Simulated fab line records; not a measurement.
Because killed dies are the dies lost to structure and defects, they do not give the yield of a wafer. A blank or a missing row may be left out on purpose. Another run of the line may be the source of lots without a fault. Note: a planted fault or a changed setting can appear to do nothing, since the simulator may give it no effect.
Chamber matching / flow nand harc / 4 sister chambers for NHARC_A_CHANNEL_HOLE_D1_DESCUM_15 on rie diel-08
The step chemistry O2, time 3 s. 14 wafers are shown with their chamber, then 7 later ones without.

EACH WAFER AND ITS CHAMBER
wafer=L077.1; chamber=2; drypump motor current A (A)=5.6; rf vpp V (V)=57.1; throttle valve pct (%)=11.308
wafer=L077.2; chamber=1; drypump motor current A (A)=5.4; rf vpp V (V)=57.0; throttle valve pct (%)=11.300
wafer=L077.3; chamber=3; drypump motor current A (A)=6.5; rf vpp V (V)=57.9; throttle valve pct (%)=11.308
wafer=L078.2; chamber=2; drypump motor current A (A)=5.6; rf vpp V (V)=57.7; throttle valve pct (%)=11.307
wafer=L078.4; chamber=0; drypump motor current A (A)=5.7; rf vpp V (V)=58.7; throttle valve pct (%)=11.301
wafer=L078.6; chamber=3; drypump motor current A (A)=6.5; rf vpp V (V)=58.4; throttle valve pct (%)=11.310
wafer=L082.1; chamber=1; drypump motor current A (A)=5.3; rf vpp V (V)=57.6; throttle valve pct (%)=11.312
wafer=L082.2; chamber=0; drypump motor current A (A)=5.7; rf vpp V (V)=58.8; throttle valve pct (%)=11.306
wafer=L082.3; chamber=3; drypump motor current A (A)=6.5; rf vpp V (V)=57.0; throttle valve pct (%)=11.324
wafer=L083.4; chamber=2; drypump motor current A (A)=5.6; rf vpp V (V)=58.6; throttle valve pct (%)=11.317
wafer=L083.5; chamber=2; drypump motor current A (A)=5.6; rf vpp V (V)=56.5; throttle valve pct (%)=11.311
wafer=L083.6; chamber=3; drypump motor current A (A)=6.5; rf vpp V (V)=58.4; throttle valve pct (%)=11.315
wafer=L088.1; chamber=1; drypump motor current A (A)=5.3; rf vpp V (V)=57.5; throttle valve pct (%)=11.313
wafer=L088.5; chamber=2; drypump motor current A (A)=5.6; rf vpp V (V)=59.0; throttle valve pct (%)=11.316

SIGNATURES (averages over the wafers above)
reading=drypump motor current A; chamber 0=5.700; chamber 1=5.333; chamber 2=5.600; chamber 3=6.500; scatter within a chamber=0.0258
reading=rf vpp V; chamber 0=58.750; chamber 1=57.367; chamber 2=57.780; chamber 3=57.925; scatter within a chamber=0.761
reading=throttle valve pct; chamber 0=11.30350; chamber 1=11.30833; chamber 2=11.31180; chamber 3=11.31425; scatter within a chamber=0.00594
Rule: for a wafer and a chamber, the distance is found by dividing, reading by reading, the gap between the wafer's reading and the chamber's mean by the reading's scatter, squaring, summing and taking the root. If the next closest chamber is less than 2 further off than the closest, the wafer can't be placed; otherwise it belongs to the closest. The scatter: take each reading less its chamber's mean, square it, sum over the shown wafers, divide by the number of wafers less the number of chambers, and take the root.

WAFERS WITHOUT THEIR CHAMBER
wafer=L088.6; drypump motor current A (A)=6.5; rf vpp V (V)=59.0; throttle valve pct (%)=11.322
wafer=L086.2; drypump motor current A (A)=5.6; rf vpp V (V)=57.9; throttle valve pct (%)=11.310
wafer=L086.3; drypump motor current A (A)=6.5; rf vpp V (V)=57.6; throttle valve pct (%)=11.326
wafer=L086.5; drypump motor current A (A)=5.6; rf vpp V (V)=57.6; throttle valve pct (%)=11.326
wafer=L093.1; drypump motor current A (A)=6.5; rf vpp V (V)=57.2; throttle valve pct (%)=11.320
wafer=L093.3; drypump motor current A (A)=5.3; rf vpp V (V)=58.1; throttle valve pct (%)=11.302
wafer=L093.5; drypump motor current A (A)=5.7; rf vpp V (V)=58.2; throttle valve pct (%)=11.313

THE CHAMBER EACH PASSED THROUGH
wafer=L088.6; from the rows above=3; in truth=3
wafer=L086.2; from the rows above=2; in truth=2
wafer=L086.3; from the rows above=3; in truth=3
wafer=L086.5; from the rows above=2; in truth=2
wafer=L093.1; from the rows above=3; in truth=3
wafer=L093.3; from the rows above=1; in truth=1
wafer=L093.5; from the rows above=0; in truth=0
Placed correctly: 7 of 7. Can't be placed from these rows: 0. Wrongly placed: 0.
